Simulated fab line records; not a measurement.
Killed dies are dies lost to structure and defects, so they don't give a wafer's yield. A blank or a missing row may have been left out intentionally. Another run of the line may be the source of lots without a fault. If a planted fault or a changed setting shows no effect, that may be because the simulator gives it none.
Which tool was responsible?	flow nand-harc	24 lots with 72 wafers sampled at 6 steps, on a route of 1159 steps

## WHAT EACH GAUGE READ, for each wafer
Not one reading of a measure or inspect step in the record can be checked against a usual standard deviation.

## WHAT TOOL EACH LOT RAN ON (gives the tool, then ch and the chambers of the sampled wafers, and finally the start)
lot	NHARC_A_STAIRCASE_STRIP_238	NHARC_A_STAIRCASE_STRIP_254	NHARC_A_STAIRCASE_DEP_259	NHARC_A_STAIRCASE_ETCH_452	NHARC_A_STAIRCASE_STRIP_295	NHARC_A_STAIRCASE_DEP_151
L074	plasma-asher-01 ch 0,1, day 11 03:29	plasma-asher-01 ch 0,1, day 11 05:02	pecvd-04 ch 0,1,2, day 11 08:46	rie-diel-13 ch 1,2,3, day 12 10:22 or earlier	rie-diel-13 ch 0,3, day 12 10:22 or earlier	pecvd-02 ch 0,1,2, day 12 10:22
L075	plasma-asher-01 ch 0,1, day 11 15:52	plasma-asher-01 ch 1, day 11 17:32	pecvd-02 ch 0,2, day 11 20:16	rie-diel-13 ch 0,2, day 12 20:35 or earlier	rie-diel-13 ch 0,2,3, day 12 20:35 or earlier	pecvd-02 ch 0,1, day 12 20:35
L076	plasma-asher-01 ch 0,1, day 11 18:43	plasma-asher-02 ch 0,1, day 11 20:17	pecvd-02 ch 1,2, day 11 23:00	rie-diel-03 ch 0,3, day 12 20:31 or earlier	rie-diel-03 ch 0,2,3, day 12 20:31 or earlier	pecvd-04 ch 0,1,2, day 12 20:31
L077	plasma-asher-02 ch 0,1, day 11 19:37	plasma-asher-01 ch 1, day 11 21:19	pecvd-04 ch 0,2, day 12 00:42	rie-diel-04 ch 0,2, day 13 04:52 or earlier	rie-diel-04 ch 0,2,3, day 13 04:52 or earlier	pecvd-02 ch 0,2, day 13 04:52
L078	plasma-asher-02 ch 0,1, day 12 01:29	plasma-asher-02 ch 0,1, day 12 03:03	pecvd-04 ch 0,2, day 12 07:20	rie-diel-03 ch 1,2,3, day 13 08:58 or earlier	rie-diel-03 ch 0,2,3, day 13 08:58 or earlier	pecvd-04 ch 0,1, day 13 08:58
L079	plasma-asher-01 ch 0,1, day 12 10:20	plasma-asher-01 ch 0, day 12 11:56	pecvd-03 ch 0,1,2, day 12 14:32	rie-diel-04 ch 1,2,3, day 13 14:08 or earlier	rie-diel-04 ch 1,2, day 13 14:08 or earlier	pecvd-04 ch 1,2, day 13 14:08
L081	plasma-asher-02 ch 0,1, day 12 20:42	plasma-asher-02 ch 0,1, day 12 22:13	pecvd-02 ch 1,2, day 13 01:25	rie-diel-03 ch 1,2, day 14 03:46 or earlier	rie-diel-03 ch 1,3, day 14 03:46 or earlier	pecvd-02 ch 0,1,2, day 14 03:46
L080	plasma-asher-01 ch 0,1, day 13 09:07	plasma-asher-01 ch 0,1, day 13 10:51	pecvd-03 ch 1,2, day 13 17:21	rie-diel-04 ch 1,3, day 15 02:29 or earlier	rie-diel-04 ch 1,2,3, day 15 02:29 or earlier	pecvd-03 ch 0,1, day 15 02:29
L084	plasma-asher-02 ch 0,1, day 13 15:13	plasma-asher-01 ch 0,1, day 13 16:57	pecvd-04 ch 1,2, day 13 23:07	rie-diel-04 ch 0,3, day 15 02:29 or earlier	rie-diel-04 ch 0,1,3, day 15 02:29 or earlier	pecvd-04 ch 1,2, day 15 02:29
L082	plasma-asher-01 ch 0,1, day 13 15:25	plasma-asher-01 ch 0,1, day 13 17:14	pecvd-02 ch 1,2, day 14 00:28	rie-diel-03 ch 0,2,3, day 15 03:37 or earlier	rie-diel-03 ch 0,1,2, day 15 03:37 or earlier	pecvd-03 ch 1,2, day 15 03:37
L083	plasma-asher-01 ch 0,1, day 13 16:14	plasma-asher-02 ch 0,1, day 13 17:59	pecvd-04 ch 1,2, day 14 00:38	rie-diel-04 ch 0,1,2, day 15 03:09 or earlier	rie-diel-04 ch 0,2,3, day 15 03:09 or earlier	pecvd-04 ch 1,2, day 15 03:09
L085	plasma-asher-02 ch 0,1, day 14 00:34	plasma-asher-01 ch 0,1, day 14 02:13	pecvd-04 ch 0,1,2, day 14 04:59	rie-diel-03 ch 0,3, day 15 02:58 or earlier	rie-diel-03 ch 2,3, day 15 02:58 or earlier	pecvd-03 ch 0,2, day 15 02:58
L086	plasma-asher-01 ch 0,1, day 15 06:13	plasma-asher-02 ch 0,1, day 15 07:49	pecvd-04 ch 0,2, day 15 10:40	rie-diel-03 ch 0,1,2, day 16 17:38 or earlier	rie-diel-03 ch 1,2,3, day 16 17:38 or earlier	pecvd-02 ch 1,2, day 16 17:38
L088	plasma-asher-01 ch 0,1, day 15 06:33	plasma-asher-01 ch 0,1, day 15 08:07	pecvd-04 ch 0,2, day 15 10:59	rie-diel-13 ch 1,2,3, day 16 18:13 or earlier	rie-diel-13 ch 0,1,3, day 16 18:13 or earlier	pecvd-02 ch 1,2, day 16 18:13
L087	plasma-asher-02 ch 0,1, day 15 06:37	plasma-asher-02 ch 0,1, day 15 08:23	pecvd-02 ch 0,1,2, day 15 12:22	rie-diel-04 ch 0,1,3, day 16 17:38 or earlier	rie-diel-04 ch 0,1,2, day 16 17:38 or earlier	pecvd-03 ch 0,1,2, day 16 17:38
L089	plasma-asher-02 ch 0,1, day 15 09:28	plasma-asher-01 ch 0, day 15 11:23	pecvd-02 ch 0,1,2, day 15 14:34	rie-diel-13 ch 1,2, day 16 18:19 or earlier	rie-diel-13 ch 0,1,2, day 16 18:19 or earlier	pecvd-03 ch 0,1, day 16 18:19
L091	plasma-asher-01 ch 0,1, day 15 10:22	plasma-asher-02 ch 0,1, day 15 11:53	pecvd-03 ch 0,1,2, day 15 15:49	rie-diel-04 ch 2,3, day 16 18:52 or earlier	rie-diel-04 ch 0,1,3, day 16 18:52 or earlier	pecvd-02 ch 0,1,2, day 16 18:52
L090	plasma-asher-02 ch 0,1, day 15 11:10	plasma-asher-01 ch 0,1, day 15 12:52	pecvd-02 ch 0,2, day 15 21:49	rie-diel-04 ch 0,1,3, day 17 03:38 or earlier	rie-diel-04 ch 0,1,3, day 17 03:38 or earlier	pecvd-03 ch 1,2, day 17 03:38
L092	plasma-asher-02 ch 0,1, day 15 13:23	plasma-asher-02 ch 0,1, day 15 15:08	pecvd-03 ch 0,1,2, day 16 01:31	rie-diel-13 ch 0,2, day 17 11:29 or earlier	rie-diel-13 ch 0,1,3, day 17 11:29 or earlier	pecvd-02 ch 0,1, day 17 11:29
L094	plasma-asher-01 ch 0,1, day 16 16:58	plasma-asher-02 ch 0,1, day 16 18:31	pecvd-02 ch 0,1, day 17 02:55	rie-diel-04 ch 0,1,3, day 18 03:22 or earlier	rie-diel-04 ch 0,1,3, day 18 03:22 or earlier	pecvd-02 ch 1,2, day 18 03:22
L093	plasma-asher-02 ch 0,1, day 16 17:38	plasma-asher-02 ch 0,1, day 16 19:21	pecvd-02 ch 0,1, day 17 03:04	rie-diel-04 ch 0,1, day 18 03:22 or earlier	rie-diel-04 ch 2,3, day 18 03:22 or earlier	pecvd-03 ch 1,2, day 18 03:22
L096	plasma-asher-02 ch 0,1, day 16 19:46	plasma-asher-02 ch 0,1, day 16 21:39	pecvd-02 ch 0,2, day 17 03:34	rie-diel-03 ch 2,3, day 18 03:34 or earlier	rie-diel-03 ch 2,3, day 18 03:34 or earlier	pecvd-04 ch 0,1, day 18 03:34
L095	plasma-asher-02 ch 0,1, day 16 20:46	plasma-asher-02 ch 0,1, day 16 22:17	pecvd-03 ch 0,1,2, day 17 04:51	rie-diel-13 ch 0,1,2, day 18 09:13 or earlier	rie-diel-13 ch 1,2,3, day 18 09:13 or earlier	pecvd-03 ch 0,1, day 18 09:13
L097	plasma-asher-02 ch 1, day 17 08:09	plasma-asher-01 ch 0,1, day 17 09:48	pecvd-03 ch 0,1,2, day 17 14:16	rie-diel-04 ch 1,2,3, day 18 13:20 or earlier	rie-diel-04 ch 1,2, day 18 13:20 or earlier	pecvd-04 ch 0,1,2, day 18 13:20
- NHARC_A_STAIRCASE_STRIP_238: strips in O2.
- NHARC_A_STAIRCASE_STRIP_254: strips in O2.
- NHARC_A_STAIRCASE_DEP_259: deposits SiON, target thk 30 nm.
- NHARC_A_STAIRCASE_ETCH_452: etches the open film in CF4/O2, target depth 30 nm, overetch 3 nm, time 16.5 s.
- NHARC_A_STAIRCASE_STRIP_295: strips in O2.
- NHARC_A_STAIRCASE_DEP_151: deposits SiO2, target thk 3800 nm.

## WHAT THE TOOLS THEMSELVES READ (means of the sampled wafers that have a number; where no wafer has one, the mark that the record gives instead)
NHARC_A_STAIRCASE_STRIP_238. Usual: drypump-motor-current-A 5.6 A, standard deviation 0.39; heater-power-w 337 W, standard deviation 41.
lot	tool	drypump-motor-current-A (A)	heater-power-w (W)	flag
L074	plasma-asher-01	5.8	326	
L075	plasma-asher-01	5.8	331	
L076	plasma-asher-01	5.8	326	
L077	plasma-asher-02	5.5	356	
L078	plasma-asher-02	5.2	313	
L079	plasma-asher-01	5.8	332	
L081	plasma-asher-02	5.3	319	
L080	plasma-asher-01	6.0	350	
L084	plasma-asher-02	5.3	315	
L082	plasma-asher-01	5.8	336	
L083	plasma-asher-01	5.7	344	
L085	plasma-asher-02	5.5	353	
L086	plasma-asher-01	6.0	348	
L088	plasma-asher-01	5.8	342	
L087	plasma-asher-02	5.5	354	
L089	plasma-asher-02	5.5	351	
L091	plasma-asher-01	6.0	345	
L090	plasma-asher-02	5.3	312	
L092	plasma-asher-02	5.3	314	
L094	plasma-asher-01	6.0	350	
L093	plasma-asher-02	5.5	356	
L096	plasma-asher-02	5.3	319	
L095	plasma-asher-02	5.5	363	
L097	plasma-asher-02	5.1	288	

NHARC_A_STAIRCASE_STRIP_254. Usual: drypump-motor-current-A 5.6 A, standard deviation 0.4; heater-power-w 338 W, standard deviation 40.
lot	tool	drypump-motor-current-A (A)	heater-power-w (W)	flag
L074	plasma-asher-01	5.8	326	
L075	plasma-asher-01	6.2	340	
L076	plasma-asher-02	5.5	350	
L077	plasma-asher-01	6.2	346	
L078	plasma-asher-02	5.3	321	
L079	plasma-asher-01	5.5	315	
L081	plasma-asher-02	5.3	324	
L080	plasma-asher-01	6.0	344	
L084	plasma-asher-01	6.0	345	
L082	plasma-asher-01	5.8	338	
L083	plasma-asher-02	5.5	351	
L085	plasma-asher-01	5.8	338	
L086	plasma-asher-02	5.5	350	
L088	plasma-asher-01	6.0	345	
L087	plasma-asher-02	5.3	317	
L089	plasma-asher-01	5.6	335	
L091	plasma-asher-02	5.3	316	
L090	plasma-asher-01	6.0	339	
L092	plasma-asher-02	5.3	313	
L094	plasma-asher-02	5.5	358	
L093	plasma-asher-02	5.3	322	
L096	plasma-asher-02	5.3	322	
L095	plasma-asher-02	5.6	358	
L097	plasma-asher-01	6.0	349	

NHARC_A_STAIRCASE_DEP_259. Usual: heater-power-w at 725 W, with a standard deviation of 91.
lot	tool	heater-power-w (W)	flag
L074	pecvd-04	690	
L075	pecvd-02	706	
L076	pecvd-02	695	
L077	pecvd-04	640	
L078	pecvd-04	622	
L079	pecvd-03	789	
L081	pecvd-02	778	
L080	pecvd-03	824	
L084	pecvd-04	759	
L082	pecvd-02	679	
L083	pecvd-04	712	
L085	pecvd-04	683	
L086	pecvd-04	630	
L088	pecvd-04	706	
L087	pecvd-02	743	
L089	pecvd-02	722	
L091	pecvd-03	788	
L090	pecvd-02	709	
L092	pecvd-03	831	
L094	pecvd-02	725	
L093	pecvd-02	747	
L096	pecvd-02	686	
L095	pecvd-03	843	
L097	pecvd-03	788	

NHARC_A_STAIRCASE_ETCH_452. Usual: drypump-motor-current-A 5.8 A, standard deviation 0.54; oes-product-au 0.998 a.u., standard deviation 0.011; rf-vpp-V 197.4 V, standard deviation 1.4; showerhead-plenum-p-Torr 1.31 Torr, standard deviation 0.053; throttle-valve-pct 13.398 %, standard deviation 0.0093.
lot	tool	drypump-motor-current-A (A)	oes-product-au (a.u.)	rf-vpp-V (V)	showerhead-plenum-p-Torr (Torr)	throttle-valve-pct (%)	flag
L074	rie-diel-13	5.7	1.000	197.2	1.32	13.403	
L075	rie-diel-13	5.7	0.992	198.2	1.36	13.398	
L076	rie-diel-03	6.1	1.015	197.5	1.32	13.404	
L077	rie-diel-04	6.0	1.000	198.1	1.36	13.404	
L078	rie-diel-03	6.1	0.992	197.8	1.31	13.399	
L079	rie-diel-04	5.3	1.001	197.5	1.32	13.407	
L081	rie-diel-03	6.1	0.995	196.2	1.26	13.394	
L080	rie-diel-04	5.3	0.996	196.4	1.28	13.399	
L084	rie-diel-04	6.0	1.000	196.9	1.29	13.398	
L082	rie-diel-03	6.1	1.001	198.4	1.30	13.390	
L083	rie-diel-04	5.7	0.992	197.5	1.35	13.393	
L085	rie-diel-03	6.1	1.004	197.5	1.32	13.397	
L086	rie-diel-03	6.1	1.001	196.3	1.27	13.395	
L088	rie-diel-13	5.7	0.996	197.0	1.31	13.412	
L087	rie-diel-04	5.7	0.991	197.3	1.31	13.401	
L089	rie-diel-13	5.6	0.998	198.0	1.32	13.390	
L091	rie-diel-04	5.6	0.993	196.2	1.28	13.397	
L090	rie-diel-04	5.7	0.995	197.1	1.31	13.396	
L092	rie-diel-13	5.7	0.981	198.8	1.36	13.400	
L094	rie-diel-04	5.7	1.002	196.7	1.31	13.404	
L093	rie-diel-04	6.0	1.004	199.0	1.34	13.393	
L096	rie-diel-03	6.0	0.998	196.7	1.29	13.402	
L095	rie-diel-13	5.6	0.998	197.6	1.34	13.401	
L097	rie-diel-04	5.3	0.993	197.3	1.31	13.402	

NHARC_A_STAIRCASE_STRIP_295. Usual: drypump-motor-current-A 5.8 A, standard deviation 0.56; oes-product-au 0.996 a.u., standard deviation 0.011; rf-vpp-V 57.6 V, standard deviation 0.88; showerhead-plenum-p-Torr 3.48 Torr, standard deviation 0.14; throttle-valve-pct 17.037 %, standard deviation 0.0089.
lot	tool	drypump-motor-current-A (A)	oes-product-au (a.u.)	rf-vpp-V (V)	showerhead-plenum-p-Torr (Torr)	throttle-valve-pct (%)	flag
L074	rie-diel-13	6.0	0.983	57.4	3.37	17.042	
L075	rie-diel-13	5.8	0.987	57.5	3.53	17.041	
L076	rie-diel-03	6.1	1.002	57.1	3.46	17.043	
L077	rie-diel-04	6.0	1.003	57.1	3.50	17.038	
L078	rie-diel-03	6.1	1.008	56.6	3.46	17.044	
L079	rie-diel-04	5.3	0.992	57.6	3.56	17.039	
L081	rie-diel-03	6.3	0.993	58.4	3.50	17.031	
L080	rie-diel-04	5.3	0.998	56.6	3.48	17.027	
L084	rie-diel-04	5.7	0.999	58.5	3.48	17.033	
L082	rie-diel-03	6.1	0.998	57.1	3.37	17.037	
L083	rie-diel-04	6.0	0.991	57.3	3.50	17.034	
L085	rie-diel-03	6.1	0.987	58.5	3.53	17.033	
L086	rie-diel-03	6.2	0.985	57.8	3.45	17.039	
L088	rie-diel-13	5.9	1.006	57.1	3.38	17.033	
L087	rie-diel-04	5.7	0.995	57.6	3.56	17.035	
L089	rie-diel-13	5.6	0.984	57.8	3.54	17.041	
L091	rie-diel-04	5.7	0.996	57.5	3.47	17.042	
L090	rie-diel-04	5.7	0.998	57.8	3.47	17.035	
L092	rie-diel-13	5.9	1.005	57.8	3.38	17.041	
L094	rie-diel-04	5.7	1.000	57.9	3.46	17.037	
L093	rie-diel-04	5.6	0.997	57.0	3.39	17.044	
L096	rie-diel-03	6.0	0.995	57.7	3.40	17.034	
L095	rie-diel-13	5.7	1.003	57.2	3.46	17.022	
L097	rie-diel-04	5.3	0.997	58.4	3.54	17.035	

NHARC_A_STAIRCASE_DEP_151. Usual: heater-power-w at 626 W, with a standard deviation of 88.
lot	tool	heater-power-w (W)	flag
L074	pecvd-02	643	
L075	pecvd-02	621	
L076	pecvd-04	617	
L077	pecvd-02	596	
L078	pecvd-04	568	
L079	pecvd-04	640	
L081	pecvd-02	602	
L080	pecvd-03	628	
L084	pecvd-04	637	
L082	pecvd-03	732	
L083	pecvd-04	669	
L085	pecvd-03	644	
L086	pecvd-02	665	
L088	pecvd-02	627	
L087	pecvd-03	673	
L089	pecvd-03	648	
L091	pecvd-02	616	
L090	pecvd-03	737	
L092	pecvd-02	663	
L094	pecvd-02	651	
L093	pecvd-03	724	
L096	pecvd-04	507	
L095	pecvd-03	637	
L097	pecvd-04	569	

## THE ANSWER, worked out from the rows above alone
Rule: a lot is off if the mean of its wafers that have a number lies more than 3 standard deviations from the usual mean. A lot without any number at a reading at which 4 lots or more have one is off too. Any other lot the step has rows for is counted as sound. First the gauges in route order, then the tools' own readings, where a lot's mean is used as printed above. At the first step where some lot is off, the reading lying furthest off is the one used; lots without a number count as furthest.
No lot is off at any reading shown: from this, nothing can be told.

## WHAT HAD BEEN PUT IN BY THE SIMULATOR
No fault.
